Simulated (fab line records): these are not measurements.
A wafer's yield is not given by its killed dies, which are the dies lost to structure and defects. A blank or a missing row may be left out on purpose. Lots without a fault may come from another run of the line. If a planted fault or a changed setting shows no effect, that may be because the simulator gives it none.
What tool caused it? | flow nand harc | 72 wafers from 24 lots sampled at 3 of the route's 1159 steps

WHAT THE GAUGES READ, wafer by wafer
NHARC_A_CONTACT_INSPECT_44. Usual: raw defect count 29, standard deviation 15.
lot  | measured     | on                | raw defect count | flag
L074 | day 16 10:03 | defect inspect-02 | 27 30 38         |
L076 | day 16 04:24 | defect inspect-01 | 15 21 16         |
L075 | day 16 10:05 | defect inspect-01 | 32 23 26         |
L077 | day 16 15:26 | defect inspect-02 | 10 9 7           |
L078 | day 16 19:43 | defect inspect-01 | 43 50 43         |
L079 | day 17 18:50 | defect inspect-01 | 12 7 7           |
L081 | day 17 21:51 | defect inspect-01 | 39 40 39         |
L080 | day 17 16:17 | defect inspect-02 | 12 11 12         |
L082 | day 18 07:50 | defect inspect-01 | 15 16 8          |
L083 | day 18 08:53 | defect inspect-02 | 35 31 37         |
L084 | day 18 20:01 | defect inspect-01 | 35 30 20         |
L088 | day 19 03:48 | defect inspect-02 | 25 24 30         |
L087 | day 19 02:14 | defect inspect-02 | 52 53 44         |
L089 | day 19 17:05 | defect inspect-01 | 27 25 23         |
L086 | day 19 14:28 | defect inspect-01 | 17 20 23         |
L085 | day 19 18:49 | defect inspect-02 | 16 12 13         |
L090 | day 20 11:04 | defect inspect-02 | 62 49 54         |
L091 | day 20 10:54 | defect inspect-01 | 10 10 10         |
L092 | day 20 06:34 | defect inspect-02 | 36 35 48         |
L093 | day 20 23:52 | defect inspect-02 | 28 26 29         |
L097 | day 21 21:04 | defect inspect-02 | 34 35 21         |
L095 | day 21 18:04 | defect inspect-01 | 44 49 48         |
L096 | day 21 23:23 | defect inspect-02 | 13 22 15         |
L094 | day 22 01:28 | defect inspect-01 | 54 62 45         |

WHAT TOOL EACH LOT RAN ON (gives the tool, then ch and the chambers of the sampled wafers, and finally the start)
lot  | NHARC_A_WL_FILL_ETCHBACK_05       | NHARC_A_CONTACT_DEP_29
L074 | rie metal-03 ch 1, day 14 19:49   | pecvd-02 ch 0,1,2, day 16 07:42
L076 | rie metal-02 ch 0,1, day 14 22:53 | pecvd-02 ch 0,1,2, day 16 03:34
L075 | rie metal-03 ch 1, day 14 23:09   | pecvd-02 ch 0,2, day 16 09:14
L077 | rie metal-02 ch 0,1, day 15 10:59 | pecvd-02 ch 1,2, day 16 14:36
L078 | rie metal-03 ch 1, day 15 11:14   | pecvd-02 ch 0,1,2, day 16 18:59
L079 | rie metal-03 ch 1, day 16 05:34   | pecvd-02 ch 1,2, day 17 17:59
L081 | rie metal-01 ch 0,1, day 16 05:43 | pecvd-02 ch 0,2, day 17 21:02
L080 | rie metal-03 ch 0,1, day 16 08:26 | pecvd-03 ch 0,1, day 17 15:35
L082 | rie metal-01 ch 0,1, day 17 04:01 | pecvd-03 ch 0,1,2, day 18 06:59
L083 | rie metal-03 ch 0,1, day 17 06:49 | pecvd-01 ch 0,1, day 18 08:04
L084 | rie metal-03 ch 0,1, day 17 18:56 | pecvd-02 ch 1,2, day 18 19:14
L088 | rie metal-02 ch 0,1, day 17 22:22 | pecvd-02 ch 0,1, day 19 02:55
L087 | rie metal-01 ch 0,1, day 17 22:33 | pecvd-02 ch 0,2, day 19 01:23
L089 | rie metal-02 ch 0,1, day 18 07:20 | pecvd-03 ch 0,1,2, day 19 16:17
L086 | rie metal-01 ch 0,1, day 18 07:26 | pecvd-01 ch 0,1,2, day 19 13:44
L085 | rie metal-01 ch 0,1, day 18 12:41 | pecvd-02 ch 1,2, day 19 17:58
L090 | rie metal-02 ch 0,1, day 19 05:45 | pecvd-03 ch 0,1,2, day 20 10:11
L091 | rie metal-03 ch 0,1, day 19 05:49 | pecvd-02 ch 0,1, day 20 10:05
L092 | rie metal-03 ch 0,1, day 19 08:34 | pecvd-03 ch 0,2, day 20 05:51
L093 | rie metal-01 ch 0,1, day 19 17:20 | pecvd-02 ch 0,1,2, day 20 23:01
L097 | rie metal-02 ch 0,1, day 20 12:19 | pecvd-03 ch 0,1, day 21 20:21
L095 | rie metal-01 ch 0,1, day 20 15:10 | pecvd-02 ch 1,2, day 21 17:21
L096 | rie metal-03 ch 0,1, day 20 15:22 | pecvd-01 ch 1,2, day 21 22:32
L094 | rie metal-02 ch 0,1, day 20 18:09 | pecvd-03 ch 0,1,2, day 22 00:46
- NHARC_A_WL_FILL_ETCHBACK_05: etches the open film in Cl2/BCl3, target depth 22 nm, time 60 s.
- NHARC_A_CONTACT_DEP_29: deposits SiON, target thk 70 nm.

AS READ BY THE TOOLS THEMSELVES (means over the sampled wafers that have a number; for cases with no such wafer, the mark the record gives instead)
NHARC_A_WL_FILL_ETCHBACK_05. Usual: chamber pressure mTorr 9.999 mTorr, standard deviation 0.0092; drypump motor current A 5.77 A, standard deviation 0.29; oes product au 1.002 a.u., standard deviation 0.012.
lot  | tool         | chamber pressure mTorr (mTorr) | drypump motor current A (A) | oes product au (a.u.) | flag
L074 | rie metal-03 | 10.006                         | 5.78                        | 1.013                 |
L076 | rie metal-02 | 10.008                         | 5.76                        | 0.992                 |
L075 | rie metal-03 | 10.004                         | 5.84                        | 1.018                 |
L077 | rie metal-02 | 9.990                          | 5.69                        | 0.995                 |
L078 | rie metal-03 | 10.003                         | 5.79                        | 1.013                 |
L079 | rie metal-03 | 10.001                         | 5.80                        | 1.017                 |
L081 | rie metal-01 | 9.995                          | 5.78                        | 1.007                 |
L080 | rie metal-03 | 9.989                          | 5.88                        | 1.013                 |
L082 | rie metal-01 | 9.994                          | 5.78                        | 1.005                 |
L083 | rie metal-03 | 9.999                          | 6.01                        | 1.006                 |
L084 | rie metal-03 | 9.996                          | 5.89                        | 1.006                 |
L088 | rie metal-02 | 9.997                          | 5.70                        | 0.984                 |
L087 | rie metal-01 | 10.001                         | 5.48                        | 1.010                 |
L089 | rie metal-02 | 9.992                          | 5.76                        | 0.988                 |
L086 | rie metal-01 | 9.996                          | 5.75                        | 1.010                 |
L085 | rie metal-01 | 9.992                          | 5.46                        | 1.003                 |
L090 | rie metal-02 | 10.004                         | 5.70                        | 0.989                 |
L091 | rie metal-03 | 9.986                          | 5.87                        | 1.005                 |
L092 | rie metal-03 | 10.011                         | 5.91                        | 1.004                 |
L093 | rie metal-01 | 9.997                          | 5.79                        | 1.006                 |
L097 | rie metal-02 | 10.001                         | 5.75                        | 0.985                 |
L095 | rie metal-01 | 9.999                          | 5.77                        | 1.010                 |
L096 | rie metal-03 | 10.004                         | 6.00                        | 0.998                 |
L094 | rie metal-02 | 9.997                          | 5.70                        | 0.986                 |

NHARC_A_CONTACT_DEP_29. Usual: chamber pressure Torr 3.500 Torr, standard deviation 0.0085; heater power w 726 W, standard deviation 82.
lot  | tool     | chamber pressure Torr (Torr) | heater power w (W) | flag
L074 | pecvd-02 | 3.504                        | 677                |
L076 | pecvd-02 | 3.500                        | 744                |
L075 | pecvd-02 | 3.505                        | 771                |
L077 | pecvd-02 | 3.494                        | 733                |
L078 | pecvd-02 | 3.507                        | 671                |
L079 | pecvd-02 | 3.500                        | 693                |
L081 | pecvd-02 | 3.497                        | 705                |
L080 | pecvd-03 | 3.506                        | 807                |
L082 | pecvd-03 | 3.500                        | 736                |
L083 | pecvd-01 | 3.506                        | 835                |
L084 | pecvd-02 | 3.505                        | 757                |
L088 | pecvd-02 | 3.486                        | 683                |
L087 | pecvd-02 | 3.495                        | 789                |
L089 | pecvd-03 | 3.504                        | 736                |
L086 | pecvd-01 | 3.504                        | 789                |
L085 | pecvd-02 | 3.503                        | 758                |
L090 | pecvd-03 | 3.502                        | 742                |
L091 | pecvd-02 | 3.499                        | 653                |
L092 | pecvd-03 | 3.503                        | 662                |
L093 | pecvd-02 | 3.499                        | 721                |
L097 | pecvd-03 | 3.491                        | 829                |
L095 | pecvd-02 | 3.508                        | 782                |
L096 | pecvd-01 | 3.495                        | 749                |
L094 | pecvd-03 | 3.504                        | 719                |

THE ANSWER, worked out from the rows above alone
Rule: take the mean of a lot's wafers that have a number; if it is more than 3 standard deviations from the usual mean, the lot is off. Also off: a lot with no number at a reading for which 4 or more lots have one. The other lots that the step has rows for count as sound. Order of review: gauges by route order, followed by the tools' own readings, for which a lot's mean as printed above is used. The first step at which some lot is off is used, and at that step the reading that is off furthest; a lot without a number counts as furthest.
Across all readings shown, no lot is off: no conclusion can be drawn from this.

WHAT HAD BEEN PUT IN BY THE SIMULATOR
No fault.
